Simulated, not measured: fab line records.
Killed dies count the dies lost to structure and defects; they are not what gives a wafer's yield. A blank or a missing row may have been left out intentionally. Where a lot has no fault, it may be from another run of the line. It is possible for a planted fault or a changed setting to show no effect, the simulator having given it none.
8D (eight disciplines) problem report, filled in by code    flow n5_finfet    the parts of the form that need people (team, actions taken, sign-off) are left out

## 1. WHAT IS WRONG
Mean of killed_at_M4_up at N5_PASSIVATION_PROBE_49: 132 across 6 wafers in 2 lots; on wafers with no fault it is 14 (standard deviation 5.6). That is +21 standard deviations from the usual mean.
First observed at day 17 03:12: wafer L221.1, on prober-01. At this step, 18 wafers from 6 lots have a number in the record. The rule behind "out" and "out of limits": a value lying over 4 standard deviations away from the usual mean. The rest of the wafers with a number are treated as sound.

## 2. WHAT THIS IS AND IS NOT
question                     is                                                                                                    is not
which readings at this step  killed_at_M4_up, defect_limited_yield, killed_dies, sort_bin_5_function, sort_n_pass, sort_yield_pct  killed_at_contacts, killed_at_front_end, killed_at_other, killed_open, killed_short, sort_bin_4_leakage, sort_bin_8_speed
which lots                   L221, L224                                                                                            L212, L218, L220, L226
which wafers of those lots   all that have a number                                                                                -
read on which tools          prober-01                                                                                             prober-02
when                         from day 17 03:12                                                                                     up to then (9 sound wafers); but 3 sound wafers of L226 came after

## 3. WHAT RULES OUT EACH SUSPECT
Counting: any tool at a process step up to the reading is kept as a suspect provided that every lot that is out went through it and no sound lot did after the first of them.
- pvd_sputter-01 at N5_BEOL_M11_PRE_CLEAN_45 (time 30 s): kept. It processed each lot that is out, first L221 at day 15 03:48, and no sound lot thereafter; up to then, the last sound lot it processed was L218 at day 13 19:20.
- ald_hk-03 at N5_MIM_TOP_ALD_01 (deposits HfO2, target thk 5.6 nm, pulse time 1 s, purge time 3 s): kept. It processed each lot that is out, first L221 at day 16 20:15, and no sound lot thereafter; up to then, the last sound lot it processed was L218 at day 15 03:57. N5_MIM_TOP_ALD_01: start missing for some lots; hours and lot order therefore follow N5_PASSIVATION_CD_MEAS_10.
- prober-01 at N5_PASSIVATION_PROBE_49: kept. It ran every lot that is out, first L221 (day 17 03:12), and no sound lot after that. Its own defect_limited_yield, killed_at_M4_up, killed_dies, sort_bin_5_function, sort_n_pass, sort_yield_pct readings are out on those wafers.
Left after counting: pvd_sputter-01 at N5_BEOL_M11_PRE_CLEAN_45, ald_hk-03 at N5_MIM_TOP_ALD_01, prober-01 at N5_PASSIVATION_PROBE_49.

## 4. THE CAUSE (what the simulator had put in)
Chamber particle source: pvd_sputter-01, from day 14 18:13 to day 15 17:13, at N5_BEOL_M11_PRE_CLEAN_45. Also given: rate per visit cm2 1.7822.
Of the 3 suspects that counting leaves, this tool is one.

## 5. THE CHAIN OF EFFECTS, in route order
One row per reading whose mean, taken over the struck wafers that have a number, lies over 3 standard deviations from the usual. Scope: only readings with a usual standard deviation given in the record; hours: median across lots of the time from each lot's start at the first step in this table that gives one to its start at this step; sigmas: change in usual standard deviations.
hours  step                     reading               usual   on struck wafers  change  sigmas
0      N5_PASSIVATION_PROBE_49  defect_limited_yield  91.2 %  80.7              -10.5   -7.0
0      N5_PASSIVATION_PROBE_49  killed_at_M4_up       14      132               +118    +21
0      N5_PASSIVATION_PROBE_49  killed_dies           104     228               +124    +7.3
0      N5_PASSIVATION_PROBE_49  sort_bin_5_function   5.2 %   11.6              +6.4    +6.8
0      N5_PASSIVATION_PROBE_49  sort_n_pass           1076    952               -124    -7.3
0      N5_PASSIVATION_PROBE_49  sort_yield_pct        91.2 %  80.7              -10.5   -7.0
Here are the process steps it includes:
- N5_PASSIVATION_PROBE_49

## 6. HOW IT WOULD HAVE BEEN CAUGHT EARLIER
In this record no reading fell out of limits until day 17 03:12, 57 hours after the fault had begun at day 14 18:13.
Of the tool readings at N5_BEOL_M11_PRE_CLEAN_45 for which the record gives a usual standard deviation, none was out on any struck wafer, so an alarm limit of 4 standard deviations on them would not have fired.
All the lots that are out (2) had begun N5_BEOL_M11_PRE_CLEAN_45 on pvd_sputter-01 by day 17 03:12. A hold on the tool at that time would have spared none of them.
